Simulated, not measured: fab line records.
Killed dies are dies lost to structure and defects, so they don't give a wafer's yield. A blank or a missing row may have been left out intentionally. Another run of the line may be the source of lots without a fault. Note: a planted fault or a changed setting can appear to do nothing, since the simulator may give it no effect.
Which tool was responsible? || flow n5 finfet || 24 lots, 72 wafers sampled, at 4 steps of a route of 1938

== WHAT EACH GAUGE READ, for each wafer ==
N5_BEOL_M1_CD_MEAS_18: pitch 36 nm, target cd 18 nm. Usual: cd nm reads 17.9 nm (standard deviation 0.31).
{"lot": "L074", "measured": "day 6 03:49", "on": "cd sem-01", "cd nm (nm)": "17.9 17.5 17.9", "flag": ""}
{"lot": "L075", "measured": "day 6 11:31", "on": "cd sem-02", "cd nm (nm)": "17.6 17.7 17.7", "flag": ""}
{"lot": "L076", "measured": "day 7 01:59", "on": "cd sem-01", "cd nm (nm)": "17.7 17.5 17.3", "flag": ""}
{"lot": "L077", "measured": "day 7 13:46", "on": "cd sem-01", "cd nm (nm)": "17.5 18.5 18.1", "flag": ""}
{"lot": "L079", "measured": "day 7 14:38", "on": "cd sem-02", "cd nm (nm)": "18.1 18.3 18.2", "flag": ""}
{"lot": "L080", "measured": "day 7 14:45", "on": "cd sem-01", "cd nm (nm)": "18.1 17.5 18.1", "flag": ""}
{"lot": "L078", "measured": "day 7 17:04", "on": "cd sem-03", "cd nm (nm)": "17.8 17.7 18.0", "flag": ""}
{"lot": "L081", "measured": "day 7 23:21", "on": "cd sem-02", "cd nm (nm)": "18.1 18.2 17.8", "flag": ""}
{"lot": "L082", "measured": "day 8 05:14", "on": "cd sem-01", "cd nm (nm)": "17.8 17.3 17.9", "flag": ""}
{"lot": "L083", "measured": "day 8 10:43", "on": "cd sem-02", "cd nm (nm)": "18.0 17.4 18.1", "flag": ""}
{"lot": "L084", "measured": "day 8 19:26", "on": "cd sem-01", "cd nm (nm)": "17.3 18.3 17.7", "flag": ""}
{"lot": "L085", "measured": "day 8 23:31", "on": "cd sem-03", "cd nm (nm)": "18.3 18.0 18.0", "flag": ""}
{"lot": "L086", "measured": "day 9 13:49", "on": "cd sem-01", "cd nm (nm)": "17.8 17.5 17.7", "flag": ""}
{"lot": "L087", "measured": "day 9 18:13", "on": "cd sem-01", "cd nm (nm)": "17.3 18.1 17.8", "flag": ""}
{"lot": "L088", "measured": "day 9 22:53", "on": "cd sem-02", "cd nm (nm)": "18.6 17.7 17.9", "flag": ""}
{"lot": "L089", "measured": "day 10 00:50", "on": "cd sem-03", "cd nm (nm)": "18.2 17.9 18.4", "flag": ""}
{"lot": "L090", "measured": "day 10 12:26", "on": "cd sem-01", "cd nm (nm)": "17.8 18.3 17.7", "flag": ""}
{"lot": "L092", "measured": "day 10 19:37", "on": "cd sem-03", "cd nm (nm)": "17.3 18.5 18.2", "flag": ""}
{"lot": "L091", "measured": "day 10 19:50", "on": "cd sem-02", "cd nm (nm)": "17.7 18.0 17.8", "flag": ""}
{"lot": "L093", "measured": "day 11 01:42", "on": "cd sem-02", "cd nm (nm)": "17.6 17.4 17.3", "flag": ""}
{"lot": "L094", "measured": "day 11 07:14", "on": "cd sem-01", "cd nm (nm)": "17.8 18.1 18.2", "flag": ""}
{"lot": "L095", "measured": "day 11 13:58", "on": "cd sem-02", "cd nm (nm)": "18.0 18.5 18.1", "flag": ""}
{"lot": "L097", "measured": "day 11 18:15", "on": "cd sem-02", "cd nm (nm)": "18.0 17.9 18.5", "flag": ""}
{"lot": "L096", "measured": "day 11 23:34", "on": "cd sem-02", "cd nm (nm)": "17.4 17.8 17.3", "flag": ""}

== TOOL THAT RAN EACH LOT (tool first, then ch and the chambers of the sampled wafers, then the start) ==
{"lot": "L074", "N5_BEOL_M0_CMP_120": "cmp-02 ch 0,1,2, day 6 00:49", "N5_BEOL_M1_HM_DEP_02": "pvd sputter-01, day 6 02:52", "N5_BEOL_M1_ETCH_63": "rie diel-01 ch 1,2,3, day 6 03:26"}
{"lot": "L075", "N5_BEOL_M0_CMP_120": "cmp-01 ch 0,1, day 6 09:33", "N5_BEOL_M1_HM_DEP_02": "pvd sputter-02, day 6 10:34", "N5_BEOL_M1_ETCH_63": "rie diel-01 ch 0,3, day 6 11:08"}
{"lot": "L076", "N5_BEOL_M0_CMP_120": "cmp-02 ch 0,1,3, day 6 22:25", "N5_BEOL_M1_HM_DEP_02": "pvd sputter-01, day 7 01:02", "N5_BEOL_M1_ETCH_63": "rie diel-06 ch 0,2,3, day 7 01:37"}
{"lot": "L077", "N5_BEOL_M0_CMP_120": "cmp-02 ch 0,2,3, day 7 10:38", "N5_BEOL_M1_HM_DEP_02": "pvd sputter-01, day 7 12:42", "N5_BEOL_M1_ETCH_63": "rie diel-06 ch 0,2,3, day 7 13:23"}
{"lot": "L079", "N5_BEOL_M0_CMP_120": "cmp-02 ch 0,1,2, day 7 12:22", "N5_BEOL_M1_HM_DEP_02": "pvd sputter-03, day 7 13:33", "N5_BEOL_M1_ETCH_63": "rie diel-01 ch 1,2, day 7 14:15"}
{"lot": "L080", "N5_BEOL_M0_CMP_120": "cmp-04 ch 1,2, day 7 13:04", "N5_BEOL_M1_HM_DEP_02": "pvd sputter-03, day 7 13:49", "N5_BEOL_M1_ETCH_63": "rie diel-05 ch 1,3, day 7 14:22"}
{"lot": "L078", "N5_BEOL_M0_CMP_120": "cmp-02 ch 2,3, day 7 14:28", "N5_BEOL_M1_HM_DEP_02": "pvd sputter-01, day 7 16:07", "N5_BEOL_M1_ETCH_63": "rie diel-06 ch 0,1,2, day 7 16:40"}
{"lot": "L081", "N5_BEOL_M0_CMP_120": "cmp-01 ch 1,2,3, day 7 20:35", "N5_BEOL_M1_HM_DEP_02": "pvd sputter-03, day 7 22:17", "N5_BEOL_M1_ETCH_63": "rie diel-05 ch 0,1,3, day 7 22:55"}
{"lot": "L082", "N5_BEOL_M0_CMP_120": "cmp-01 ch 1,3, day 7 23:35", "N5_BEOL_M1_HM_DEP_02": "pvd sputter-01, day 8 04:17", "N5_BEOL_M1_ETCH_63": "rie diel-06 ch 0,2,3, day 8 04:51"}
{"lot": "L083", "N5_BEOL_M0_CMP_120": "cmp-04 ch 2,3, day 8 08:07", "N5_BEOL_M1_HM_DEP_02": "pvd sputter-03, day 8 09:39", "N5_BEOL_M1_ETCH_63": "rie diel-05 ch 2,3, day 8 10:20"}
{"lot": "L084", "N5_BEOL_M0_CMP_120": "cmp-04 ch 1,2,3, day 8 16:36", "N5_BEOL_M1_HM_DEP_02": "pvd sputter-01, day 8 17:36", "N5_BEOL_M1_ETCH_63": "rie diel-06 ch 0,2,3, day 8 19:04"}
{"lot": "L085", "N5_BEOL_M0_CMP_120": "cmp-04 ch 1,2,3, day 8 18:36", "N5_BEOL_M1_HM_DEP_02": "pvd sputter-03, day 8 20:45", "N5_BEOL_M1_ETCH_63": "rie diel-05 ch 2,3, day 8 22:43"}
{"lot": "L086", "N5_BEOL_M0_CMP_120": "cmp-02 ch 1,3, day 9 09:10", "N5_BEOL_M1_HM_DEP_02": "pvd sputter-01, day 9 12:29", "N5_BEOL_M1_ETCH_63": "rie diel-01 ch 1,2,3, day 9 13:25"}
{"lot": "L087", "N5_BEOL_M0_CMP_120": "cmp-01 ch 0,1, day 9 14:33", "N5_BEOL_M1_HM_DEP_02": "pvd sputter-02, day 9 17:01", "N5_BEOL_M1_ETCH_63": "rie diel-06 ch 3, day 9 17:45"}
{"lot": "L088", "N5_BEOL_M0_CMP_120": "cmp-01 ch 0,2,3, day 9 19:08", "N5_BEOL_M1_HM_DEP_02": "pvd sputter-02, day 9 20:54", "N5_BEOL_M1_ETCH_63": "rie diel-06 ch 1,3, day 9 22:19"}
{"lot": "L089", "N5_BEOL_M0_CMP_120": "cmp-02 ch 1,2,3, day 9 22:53", "N5_BEOL_M1_HM_DEP_02": "pvd sputter-02, day 9 23:40", "N5_BEOL_M1_ETCH_63": "rie diel-05 ch 1,2,3, day 10 00:28"}
{"lot": "L090", "N5_BEOL_M0_CMP_120": "cmp-01 ch 1,2,3, day 10 10:16", "N5_BEOL_M1_HM_DEP_02": "pvd sputter-01, day 10 11:28", "N5_BEOL_M1_ETCH_63": "rie diel-06 ch 1,2,3, day 10 12:02"}
{"lot": "L092", "N5_BEOL_M0_CMP_120": "cmp-02 ch 0,1,3, day 10 13:54", "N5_BEOL_M1_HM_DEP_02": "pvd sputter-02, day 10 18:32", "N5_BEOL_M1_ETCH_63": "rie diel-01 ch 0,2,3, day 10 19:14"}
{"lot": "L091", "N5_BEOL_M0_CMP_120": "cmp-02 ch 0,2,3, day 10 14:14", "N5_BEOL_M1_HM_DEP_02": "pvd sputter-02, day 10 18:44", "N5_BEOL_M1_ETCH_63": "rie diel-05 ch 1,3, day 10 19:28"}
{"lot": "L093", "N5_BEOL_M0_CMP_120": "cmp-01 ch 0,2, day 10 22:57", "N5_BEOL_M1_HM_DEP_02": "pvd sputter-02, day 11 00:37", "N5_BEOL_M1_ETCH_63": "rie diel-06 ch 2,3, day 11 01:10"}
{"lot": "L094", "N5_BEOL_M0_CMP_120": "cmp-04 ch 1,3, day 11 04:36", "N5_BEOL_M1_HM_DEP_02": "pvd sputter-01, day 11 06:17", "N5_BEOL_M1_ETCH_63": "rie diel-01 ch 0,2, day 11 06:50"}
{"lot": "L095", "N5_BEOL_M0_CMP_120": "cmp-01 ch 0,1,2, day 11 08:12", "N5_BEOL_M1_HM_DEP_02": "pvd sputter-01, day 11 11:58", "N5_BEOL_M1_ETCH_63": "rie diel-05 ch 0,1,3, day 11 13:26"}
{"lot": "L097", "N5_BEOL_M0_CMP_120": "cmp-02 ch 0,1,3, day 11 15:44", "N5_BEOL_M1_HM_DEP_02": "pvd sputter-03, day 11 17:14", "N5_BEOL_M1_ETCH_63": "rie diel-01 ch 0,2, day 11 17:48"}
{"lot": "L096", "N5_BEOL_M0_CMP_120": "cmp-02 ch 1,2, day 11 20:55", "N5_BEOL_M1_HM_DEP_02": "pvd sputter-03, day 11 22:31", "N5_BEOL_M1_ETCH_63": "rie diel-06 ch 0,2, day 11 23:12"}
- N5_BEOL_M0_CMP_120: polishes, stops on SiOC, t overpolish 6.9 s.
- N5_BEOL_M1_HM_DEP_02: deposits TiN, target thk 20 nm.
- N5_BEOL_M1_ETCH_63: etches SiARC in CF4, target depth 15.6 nm, time 26 s.

== AS READ BY THE TOOLS THEMSELVES (means over the sampled wafers that have a number; for cases with no such wafer, the mark the record gives instead) ==
N5_BEOL_M0_CMP_120. Usual: barrier field endpoint s 3.64 s, standard deviation 0.11; motor current A 5.8 A, standard deviation 0.48; overpolish run s 6.898 s, standard deviation 0.009; time to endpoint s 63 s, standard deviation 3.
{"lot": "L074", "tool": "cmp-02", "barrier field endpoint s (s)": 3.59, "motor current A (A)": 6.1, "overpolish run s (s)": 6.905, "time to endpoint s (s)": 61, "flag": ""}
{"lot": "L075", "tool": "cmp-01", "barrier field endpoint s (s)": 3.65, "motor current A (A)": 5.6, "overpolish run s (s)": 6.899, "time to endpoint s (s)": 61, "flag": ""}
{"lot": "L076", "tool": "cmp-02", "barrier field endpoint s (s)": 3.71, "motor current A (A)": 5.8, "overpolish run s (s)": 6.894, "time to endpoint s (s)": 60, "flag": ""}
{"lot": "L077", "tool": "cmp-02", "barrier field endpoint s (s)": 3.68, "motor current A (A)": 6.2, "overpolish run s (s)": 6.896, "time to endpoint s (s)": 66, "flag": ""}
{"lot": "L079", "tool": "cmp-02", "barrier field endpoint s (s)": 3.65, "motor current A (A)": 6.4, "overpolish run s (s)": 6.901, "time to endpoint s (s)": 65, "flag": ""}
{"lot": "L080", "tool": "cmp-04", "barrier field endpoint s (s)": 3.49, "motor current A (A)": 5.6, "overpolish run s (s)": 6.885, "time to endpoint s (s)": 59, "flag": ""}
{"lot": "L078", "tool": "cmp-02", "barrier field endpoint s (s)": 3.67, "motor current A (A)": 6.0, "overpolish run s (s)": 6.900, "time to endpoint s (s)": 63, "flag": ""}
{"lot": "L081", "tool": "cmp-01", "barrier field endpoint s (s)": 3.70, "motor current A (A)": 5.4, "overpolish run s (s)": 6.899, "time to endpoint s (s)": 63, "flag": ""}
{"lot": "L082", "tool": "cmp-01", "barrier field endpoint s (s)": 3.56, "motor current A (A)": 5.6, "overpolish run s (s)": 6.888, "time to endpoint s (s)": 60, "flag": ""}
{"lot": "L083", "tool": "cmp-04", "barrier field endpoint s (s)": 3.54, "motor current A (A)": 6.0, "overpolish run s (s)": 6.899, "time to endpoint s (s)": 57, "flag": ""}
{"lot": "L084", "tool": "cmp-04", "barrier field endpoint s (s)": 3.64, "motor current A (A)": 5.6, "overpolish run s (s)": 6.894, "time to endpoint s (s)": 60, "flag": ""}
{"lot": "L085", "tool": "cmp-04", "barrier field endpoint s (s)": 3.49, "motor current A (A)": 5.8, "overpolish run s (s)": 6.899, "time to endpoint s (s)": 61, "flag": ""}
{"lot": "L086", "tool": "cmp-02", "barrier field endpoint s (s)": 3.57, "motor current A (A)": 5.6, "overpolish run s (s)": 6.903, "time to endpoint s (s)": 65, "flag": ""}
{"lot": "L087", "tool": "cmp-01", "barrier field endpoint s (s)": 3.65, "motor current A (A)": 5.7, "overpolish run s (s)": 6.900, "time to endpoint s (s)": 65, "flag": ""}
{"lot": "L088", "tool": "cmp-01", "barrier field endpoint s (s)": 3.49, "motor current A (A)": 5.3, "overpolish run s (s)": 6.893, "time to endpoint s (s)": 62, "flag": ""}
{"lot": "L089", "tool": "cmp-02", "barrier field endpoint s (s)": 3.75, "motor current A (A)": 5.8, "overpolish run s (s)": 6.903, "time to endpoint s (s)": 65, "flag": ""}
{"lot": "L090", "tool": "cmp-01", "barrier field endpoint s (s)": 3.60, "motor current A (A)": 5.6, "overpolish run s (s)": 6.898, "time to endpoint s (s)": 63, "flag": ""}
{"lot": "L092", "tool": "cmp-02", "barrier field endpoint s (s)": 3.64, "motor current A (A)": 6.0, "overpolish run s (s)": 6.909, "time to endpoint s (s)": 67, "flag": ""}
{"lot": "L091", "tool": "cmp-02", "barrier field endpoint s (s)": 3.68, "motor current A (A)": 6.2, "overpolish run s (s)": 6.904, "time to endpoint s (s)": 64, "flag": ""}
{"lot": "L093", "tool": "cmp-01", "barrier field endpoint s (s)": 3.60, "motor current A (A)": 5.5, "overpolish run s (s)": 6.893, "time to endpoint s (s)": 61, "flag": ""}
{"lot": "L094", "tool": "cmp-04", "barrier field endpoint s (s)": 3.53, "motor current A (A)": 5.5, "overpolish run s (s)": 6.906, "time to endpoint s (s)": 63, "flag": ""}
{"lot": "L095", "tool": "cmp-01", "barrier field endpoint s (s)": 3.58, "motor current A (A)": 5.8, "overpolish run s (s)": 6.895, "time to endpoint s (s)": 65, "flag": ""}
{"lot": "L097", "tool": "cmp-02", "barrier field endpoint s (s)": 3.68, "motor current A (A)": 5.9, "overpolish run s (s)": 6.901, "time to endpoint s (s)": 62, "flag": ""}
{"lot": "L096", "tool": "cmp-02", "barrier field endpoint s (s)": 3.69, "motor current A (A)": 6.2, "overpolish run s (s)": 6.905, "time to endpoint s (s)": 65, "flag": ""}

N5_BEOL_M1_HM_DEP_02. Usual: throttle valve pct reads 30.0 % (standard deviation 1.2).
{"lot": "L074", "tool": "pvd sputter-01", "throttle valve pct (%)": 31.1, "flag": ""}
{"lot": "L075", "tool": "pvd sputter-02", "throttle valve pct (%)": 29.9, "flag": ""}
{"lot": "L076", "tool": "pvd sputter-01", "throttle valve pct (%)": 30.4, "flag": ""}
{"lot": "L077", "tool": "pvd sputter-01", "throttle valve pct (%)": 29.9, "flag": ""}
{"lot": "L079", "tool": "pvd sputter-03", "throttle valve pct (%)": 29.7, "flag": ""}
{"lot": "L080", "tool": "pvd sputter-03", "throttle valve pct (%)": 29.7, "flag": ""}
{"lot": "L078", "tool": "pvd sputter-01", "throttle valve pct (%)": 30.0, "flag": ""}
{"lot": "L081", "tool": "pvd sputter-03", "throttle valve pct (%)": 28.9, "flag": ""}
{"lot": "L082", "tool": "pvd sputter-01", "throttle valve pct (%)": 29.5, "flag": ""}
{"lot": "L083", "tool": "pvd sputter-03", "throttle valve pct (%)": 29.7, "flag": ""}
{"lot": "L084", "tool": "pvd sputter-01", "throttle valve pct (%)": 30.6, "flag": ""}
{"lot": "L085", "tool": "pvd sputter-03", "throttle valve pct (%)": 30.0, "flag": ""}
{"lot": "L086", "tool": "pvd sputter-01", "throttle valve pct (%)": 30.2, "flag": ""}
{"lot": "L087", "tool": "pvd sputter-02", "throttle valve pct (%)": 30.9, "flag": ""}
{"lot": "L088", "tool": "pvd sputter-02", "throttle valve pct (%)": 30.7, "flag": ""}
{"lot": "L089", "tool": "pvd sputter-02", "throttle valve pct (%)": 29.8, "flag": ""}
{"lot": "L090", "tool": "pvd sputter-01", "throttle valve pct (%)": 29.0, "flag": ""}
{"lot": "L092", "tool": "pvd sputter-02", "throttle valve pct (%)": 30.5, "flag": ""}
{"lot": "L091", "tool": "pvd sputter-02", "throttle valve pct (%)": 31.4, "flag": ""}
{"lot": "L093", "tool": "pvd sputter-02", "throttle valve pct (%)": 30.7, "flag": ""}
{"lot": "L094", "tool": "pvd sputter-01", "throttle valve pct (%)": 30.0, "flag": ""}
{"lot": "L095", "tool": "pvd sputter-01", "throttle valve pct (%)": 29.6, "flag": ""}
{"lot": "L097", "tool": "pvd sputter-03", "throttle valve pct (%)": 29.7, "flag": ""}
{"lot": "L096", "tool": "pvd sputter-03", "throttle valve pct (%)": 29.4, "flag": ""}

N5_BEOL_M1_ETCH_63. Usual: drypump motor current A 5.9 A, standard deviation 0.39; etch rf on time s 26.2 s, standard deviation 0.61; mfc ar sccm 100.03 sccm, standard deviation 0.28; oes product au 0.65 a.u., standard deviation 0.054; rf vpp V 184.2 V, standard deviation 1.2; showerhead plenum p Torr 2.16 Torr, standard deviation 0.073; throttle valve pct 15.64 %, standard deviation 0.2.
{"lot": "L074", "tool": "rie diel-01", "drypump motor current A (A)": 6.1, "etch rf on time s (s)": 26.2, "mfc ar sccm (sccm)": 99.93, "oes product au (a.u.)": 0.65, "rf vpp V (V)": 184.8, "showerhead plenum p Torr (Torr)": 2.17, "throttle valve pct (%)": 15.40, "flag": ""}
{"lot": "L075", "tool": "rie diel-01", "drypump motor current A (A)": 5.6, "etch rf on time s (s)": 25.7, "mfc ar sccm (sccm)": 99.93, "oes product au (a.u.)": 0.69, "rf vpp V (V)": 184.3, "showerhead plenum p Torr (Torr)": 2.25, "throttle valve pct (%)": 15.62, "flag": ""}
{"lot": "L076", "tool": "rie diel-06", "drypump motor current A (A)": 5.8, "etch rf on time s (s)": 27.0, "mfc ar sccm (sccm)": 100.10, "oes product au (a.u.)": 0.63, "rf vpp V (V)": 184.0, "showerhead plenum p Torr (Torr)": 2.11, "throttle valve pct (%)": 15.80, "flag": ""}
{"lot": "L077", "tool": "rie diel-06", "drypump motor current A (A)": 5.8, "etch rf on time s (s)": 26.5, "mfc ar sccm (sccm)": 100.02, "oes product au (a.u.)": 0.63, "rf vpp V (V)": 184.1, "showerhead plenum p Torr (Torr)": 2.11, "throttle valve pct (%)": 15.80, "flag": ""}
{"lot": "L079", "tool": "rie diel-01", "drypump motor current A (A)": 6.3, "etch rf on time s (s)": 25.4, "mfc ar sccm (sccm)": 100.65, "oes product au (a.u.)": 0.66, "rf vpp V (V)": 184.5, "showerhead plenum p Torr (Torr)": 2.16, "throttle valve pct (%)": 15.31, "flag": ""}
{"lot": "L080", "tool": "rie diel-05", "drypump motor current A (A)": 6.0, "etch rf on time s (s)": 26.4, "mfc ar sccm (sccm)": 100.02, "oes product au (a.u.)": 0.61, "rf vpp V (V)": 182.9, "showerhead plenum p Torr (Torr)": 2.11, "throttle valve pct (%)": 15.57, "flag": ""}
{"lot": "L078", "tool": "rie diel-06", "drypump motor current A (A)": 5.7, "etch rf on time s (s)": 26.6, "mfc ar sccm (sccm)": 99.90, "oes product au (a.u.)": 0.64, "rf vpp V (V)": 184.6, "showerhead plenum p Torr (Torr)": 2.12, "throttle valve pct (%)": 15.77, "flag": ""}
{"lot": "L081", "tool": "rie diel-05", "drypump motor current A (A)": 5.8, "etch rf on time s (s)": 26.7, "mfc ar sccm (sccm)": 100.31, "oes product au (a.u.)": 0.62, "rf vpp V (V)": 183.8, "showerhead plenum p Torr (Torr)": 2.12, "throttle valve pct (%)": 15.70, "flag": ""}
{"lot": "L082", "tool": "rie diel-06", "drypump motor current A (A)": 5.9, "etch rf on time s (s)": 26.7, "mfc ar sccm (sccm)": 100.08, "oes product au (a.u.)": 0.62, "rf vpp V (V)": 183.2, "showerhead plenum p Torr (Torr)": 2.11, "throttle valve pct (%)": 15.80, "flag": ""}
{"lot": "L083", "tool": "rie diel-05", "drypump motor current A (A)": 5.7, "etch rf on time s (s)": 26.4, "mfc ar sccm (sccm)": 99.81, "oes product au (a.u.)": 0.59, "rf vpp V (V)": 184.8, "showerhead plenum p Torr (Torr)": 2.20, "throttle valve pct (%)": 15.81, "flag": ""}
{"lot": "L084", "tool": "rie diel-06", "drypump motor current A (A)": 5.8, "etch rf on time s (s)": 26.9, "mfc ar sccm (sccm)": 99.73, "oes product au (a.u.)": 0.62, "rf vpp V (V)": 182.7, "showerhead plenum p Torr (Torr)": 2.11, "throttle valve pct (%)": 15.82, "flag": ""}
{"lot": "L085", "tool": "rie diel-05", "drypump motor current A (A)": 5.7, "etch rf on time s (s)": 26.6, "mfc ar sccm (sccm)": 100.18, "oes product au (a.u.)": 0.58, "rf vpp V (V)": 184.7, "showerhead plenum p Torr (Torr)": 2.20, "throttle valve pct (%)": 15.82, "flag": ""}
{"lot": "L086", "tool": "rie diel-01", "drypump motor current A (A)": 6.1, "etch rf on time s (s)": 25.8, "mfc ar sccm (sccm)": 99.80, "oes product au (a.u.)": 0.63, "rf vpp V (V)": 184.1, "showerhead plenum p Torr (Torr)": 2.16, "throttle valve pct (%)": 15.45, "flag": ""}
{"lot": "L087", "tool": "rie diel-06", "drypump motor current A (A)": 6.3, "etch rf on time s (s)": 26.0, "mfc ar sccm (sccm)": 99.80, "oes product au (a.u.)": 0.67, "rf vpp V (V)": 182.9, "showerhead plenum p Torr (Torr)": 2.18, "throttle valve pct (%)": 15.65, "flag": ""}
{"lot": "L088", "tool": "rie diel-06", "drypump motor current A (A)": 6.0, "etch rf on time s (s)": 25.9, "mfc ar sccm (sccm)": 100.20, "oes product au (a.u.)": 0.70, "rf vpp V (V)": 184.4, "showerhead plenum p Torr (Torr)": 2.18, "throttle valve pct (%)": 15.59, "flag": ""}
{"lot": "L089", "tool": "rie diel-05", "drypump motor current A (A)": 5.8, "etch rf on time s (s)": 26.3, "mfc ar sccm (sccm)": 100.03, "oes product au (a.u.)": 0.59, "rf vpp V (V)": 183.9, "showerhead plenum p Torr (Torr)": 2.15, "throttle valve pct (%)": 15.72, "flag": ""}
{"lot": "L090", "tool": "rie diel-06", "drypump motor current A (A)": 6.2, "etch rf on time s (s)": 26.2, "mfc ar sccm (sccm)": 99.87, "oes product au (a.u.)": 0.66, "rf vpp V (V)": 184.8, "showerhead plenum p Torr (Torr)": 2.16, "throttle valve pct (%)": 15.62, "flag": ""}
{"lot": "L092", "tool": "rie diel-01", "drypump motor current A (A)": 5.9, "etch rf on time s (s)": 25.8, "mfc ar sccm (sccm)": 99.99, "oes product au (a.u.)": 0.64, "rf vpp V (V)": 184.1, "showerhead plenum p Torr (Torr)": 2.17, "throttle valve pct (%)": 15.62, "flag": ""}
{"lot": "L091", "tool": "rie diel-05", "drypump motor current A (A)": 6.0, "etch rf on time s (s)": 26.6, "mfc ar sccm (sccm)": 99.88, "oes product au (a.u.)": 0.60, "rf vpp V (V)": 183.4, "showerhead plenum p Torr (Torr)": 2.10, "throttle valve pct (%)": 15.62, "flag": ""}
{"lot": "L093", "tool": "rie diel-06", "drypump motor current A (A)": 6.3, "etch rf on time s (s)": 26.5, "mfc ar sccm (sccm)": 100.15, "oes product au (a.u.)": 0.65, "rf vpp V (V)": 184.0, "showerhead plenum p Torr (Torr)": 2.16, "throttle valve pct (%)": 15.66, "flag": ""}
{"lot": "L094", "tool": "rie diel-01", "drypump motor current A (A)": 5.8, "etch rf on time s (s)": 25.8, "mfc ar sccm (sccm)": 99.97, "oes product au (a.u.)": 0.66, "rf vpp V (V)": 183.5, "showerhead plenum p Torr (Torr)": 2.19, "throttle valve pct (%)": 15.68, "flag": ""}
{"lot": "L095", "tool": "rie diel-05", "drypump motor current A (A)": 5.8, "etch rf on time s (s)": 26.5, "mfc ar sccm (sccm)": 99.99, "oes product au (a.u.)": 0.60, "rf vpp V (V)": 182.2, "showerhead plenum p Torr (Torr)": 2.11, "throttle valve pct (%)": 15.76, "flag": ""}
{"lot": "L097", "tool": "rie diel-01", "drypump motor current A (A)": 5.8, "etch rf on time s (s)": 25.9, "mfc ar sccm (sccm)": 100.20, "oes product au (a.u.)": 0.66, "rf vpp V (V)": 184.7, "showerhead plenum p Torr (Torr)": 2.19, "throttle valve pct (%)": 15.68, "flag": ""}
{"lot": "L096", "tool": "rie diel-06", "drypump motor current A (A)": 5.9, "etch rf on time s (s)": 26.8, "mfc ar sccm (sccm)": 99.87, "oes product au (a.u.)": 0.66, "rf vpp V (V)": 183.6, "showerhead plenum p Torr (Torr)": 2.17, "throttle valve pct (%)": 15.65, "flag": ""}

== THE ANSWER, worked out from the rows above alone ==
Rule: a lot counts as off when the mean over its wafers that have a number is more than 3 standard deviations away from the usual mean. Also off: a lot with no number at a reading for which 4 or more lots have one. All remaining lots with rows at the step are treated as sound. After the gauges, taken in route order, come the tools' own readings; for these a lot's mean is taken, as printed above. The first step at which some lot is off is used, and at that step the reading that is off furthest; a lot without a number counts as furthest.
No lot is off on any of the readings shown, so nothing can be concluded from this.

== WHAT WAS PUT IN BY THE SIMULATOR ==
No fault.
